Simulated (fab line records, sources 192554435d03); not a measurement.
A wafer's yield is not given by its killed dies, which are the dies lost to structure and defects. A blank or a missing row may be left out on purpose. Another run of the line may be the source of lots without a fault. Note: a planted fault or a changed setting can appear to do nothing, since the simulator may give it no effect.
Lot-split experiment + flow n5Finfet + 39 wafers read from 7 lots, route of 1938 steps

== ABOUT THE SPLIT ==
At N5_MOL_CONTACT_COAG_ETCHBACK_136 (etches SiO2 in CHF3, target depth 25 nm, time 16.7 s), the setting targetDepthA was moved away from the recipe's 250 angstrom on 15 of the 39 wafers read, by -51.4% to +51.1%. For the rest of the wafers, this setting stayed at what the recipe calls for.

== SPLIT TO READING: what lies between them in the file, 1 step ==
- N5_MOL_CONTACT_COAG_STRIP_120: strips in CHF3

== THE READING ==
etch.depthNm (the simulator's own value, which no gauge read), in nm, at N5_MOL_CONTACT_COAG_VIA_ETCH_117 (etches SiO2 in C4F6/O2, target depth 40 nm, overetch 8 nm, time 26 s). The file gives no usual value for it. The 24 wafers here that ran the recipe average 39.97 nm, standard deviation 0.29 nm.

| wafer  | tool, chamber at the split | targetDepthA as run, angstrom | against the recipe | etch.depthNm, nm | against lot-mates on the recipe |
|--------|----------------------------|-------------------------------|--------------------|------------------|---------------------------------|
| L075.1 | rieDiel-01, 1,2,3          | 250                           | recipe             | 39.87            | -                               |
| L075.2 | rieDiel-01, 0,1            | 121.5                         | -51.4%             | 47.44            | +7.71                           |
| L075.3 | rieDiel-01, 1,2,3          | 250                           | recipe             | 39.8             | -                               |
| L075.4 | rieDiel-01, 1,2,3          | 250                           | recipe             | 39.51            | -                               |
| L075.5 | rieDiel-01, 0,1            | 121.5                         | -51.4%             | 48.43            | +8.70                           |
| L075.6 | rieDiel-01, 2              | 121.5                         | -51.4%             | 48.1             | +8.37                           |
| L076.1 | rieDiel-01, 2              | 211.5                         | -15.4%             | 43.68            | +4.06                           |
| L076.2 | rieDiel-01, 3,1,2          | 250                           | recipe             | 39.34            | -                               |
| L076.3 | rieDiel-01, 3,1,2          | 250                           | recipe             | 39.74            | -                               |
| L076.4 | rieDiel-01, 3,1,2          | 250                           | recipe             | 39.77            | -                               |
| L076.5 | rieDiel-01, 3,1            | 211.5                         | -15.4%             | 43.52            | +3.90                           |
| L076.6 | rieDiel-01, 3,1            | 211.5                         | -15.4%             | 43.62            | +4.00                           |
| L085.1 | rieDiel-01, 2,3,3          | 250                           | recipe             | 39.97            | -                               |
| L085.2 | rieDiel-01, 0              | 356.5                         | +42.6%             | 29.29            | -10.56                          |
| L085.3 | rieDiel-01, 1,0            | 356.5                         | +42.6%             | 28.87            | -10.98                          |
| L085.4 | rieDiel-01, 2,3,3          | 250                           | recipe             | 39.88            | -                               |
| L085.5 | rieDiel-01, 1,0            | 356.5                         | +42.6%             | 29.47            | -10.38                          |
| L085.6 | rieDiel-01, 2,3,3          | 250                           | recipe             | 39.71            | -                               |
| L089.1 | rieDiel-03, 1,0,2          | 250                           | recipe             | 40.41            | -                               |
| L089.2 | rieDiel-03, 1,0,2          | 250                           | recipe             | 40.01            | -                               |
| L089.3 | rieDiel-03, 1,0,2          | 250                           | recipe             | 40.04            | -                               |
| L092.1 | rieDiel-04, 0,1            | 250                           | recipe             | 40.38            | -                               |
| L092.2 | rieDiel-04, 1              | 250                           | recipe             | 39.61            | -                               |
| L092.3 | rieDiel-04, 3              | 352.7                         | +41.1%             | 30.08            | -9.91                           |
| L092.4 | rieDiel-04, 0              | 352.7                         | +41.1%             | 30.09            | -9.90                           |
| L092.5 | rieDiel-04, 3              | 352.7                         | +41.1%             | 29.98            | -10.01                          |
| L092.6 | rieDiel-04, 0,1            | 250                           | recipe             | 39.99            | -                               |
| L095.1 | rieDiel-03, 1              | 377.7                         | +51.1%             | 28.09            | -11.98                          |
| L095.2 | rieDiel-03, 3,0,2          | 250                           | recipe             | 39.81            | -                               |
| L095.3 | rieDiel-03, 3,0,2          | 250                           | recipe             | 40.41            | -                               |
| L095.4 | rieDiel-03, 2,3            | 377.7                         | +51.1%             | 26.86            | -13.21                          |
| L095.5 | rieDiel-03, 3,0,2          | 250                           | recipe             | 39.98            | -                               |
| L095.6 | rieDiel-03, 2,3            | 377.7                         | +51.1%             | 26.79            | -13.28                          |
| L097.1 | rieDiel-01, 3,2,3          | 250                           | recipe             | 40.16            | -                               |
| L097.2 | rieDiel-01, 0,2,0          | 250                           | recipe             | 40.37            | -                               |
| L097.3 | rieDiel-01, 3,2,3          | 250                           | recipe             | 40.08            | -                               |
| L097.4 | rieDiel-01, 3,2,3          | 250                           | recipe             | 39.93            | -                               |
| L097.5 | rieDiel-01, 0,2,0          | 250                           | recipe             | 40.07            | -                               |
| L097.6 | rieDiel-01, 0,2,0          | 250                           | recipe             | 40.44            | -                               |
The file does not say which wafer passed through which chamber wherever a row lists several chambers: such a row stands for several wafers.

FIT RESULTS
A straight line over all 39 wafers: etch.depthNm changes by -0.217 nm for each +1% of targetDepthA; r = -0.98; the points scatter about the line by 1 nm.
The same after taking each lot's own level away (the mean of its wafers on the recipe; 39 wafers): -0.219 nm for each +1%; r = -0.99; scatter 1 nm.
On that fit, the largest move of targetDepthA shifts the reading by 11 nm.
The lots' own levels span 39.617 to 40.175 nm, that is 1.9 times the standard deviation above.
The two slopes are in agreement: the lot-to-lot level therefore moves the slope only a little.
Check: with one of the wafers moved furthest among these (-51.4%) left out of the fit, the line predicts +11.3 nm for it against its lot-mates. It came out at +7.71 nm against them.

== THE OTHER SPLITS THESE WAFERS WENT THROUGH ==
These wafers also went through other splits before the reading. Each is held against what the fit with the lots' levels taken away leaves over:
| other split on the same wafers      | wafers away from the commonest value | r with etch.depthNm (lot level and that fit taken away) |
|-------------------------------------|--------------------------------------|---------------------------------------------------------|
| N5_SD_EPI_N_DEVELOP_08 developTimeS | 12                                   | +0.03                                                   |
| N5_HKMG_FIN_ETCH_55 timeS           | 12                                   | +0.08                                                   |

== THE WHOLE CHAIN: every reading that the file lists as answering this split, in the file's order ==
| step                             | what it does                                                         | reading                                                                                | change (the file's fit)               | r (the file's) |
|----------------------------------|----------------------------------------------------------------------|----------------------------------------------------------------------------------------|---------------------------------------|----------------|
| N5_MOL_CONTACT_COAG_ETCHBACK_136 | etches SiO2 in CHF3, target depth 25 nm, time 16.7 s                 | SOC_of_MOL_CONTACT_COAG_COAT_62.thkNm (the simulator's own value, which no gauge read) | -0.028 nm for each +1% of the setting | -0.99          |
| N5_MOL_CONTACT_COAG_VIA_ETCH_117 | etches SiO2 in C4F6/O2, target depth 40 nm, overetch 8 nm, time 26 s | MOL_CONTACT_COAG.featureDepthNm (the simulator's own value, which no gauge read)       | -0.223 nm for each +1% of the setting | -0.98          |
| N5_MOL_CONTACT_COAG_VIA_ETCH_117 | etches SiO2 in C4F6/O2, target depth 40 nm, overetch 8 nm, time 26 s | etch.depthNm (the simulator's own value, which no gauge read)                          | -0.223 nm for each +1% of the setting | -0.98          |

== THE FILE'S OWN FIT ==
etch.depthNm changes by -0.223 nm for each +1% of targetDepthA, r = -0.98.
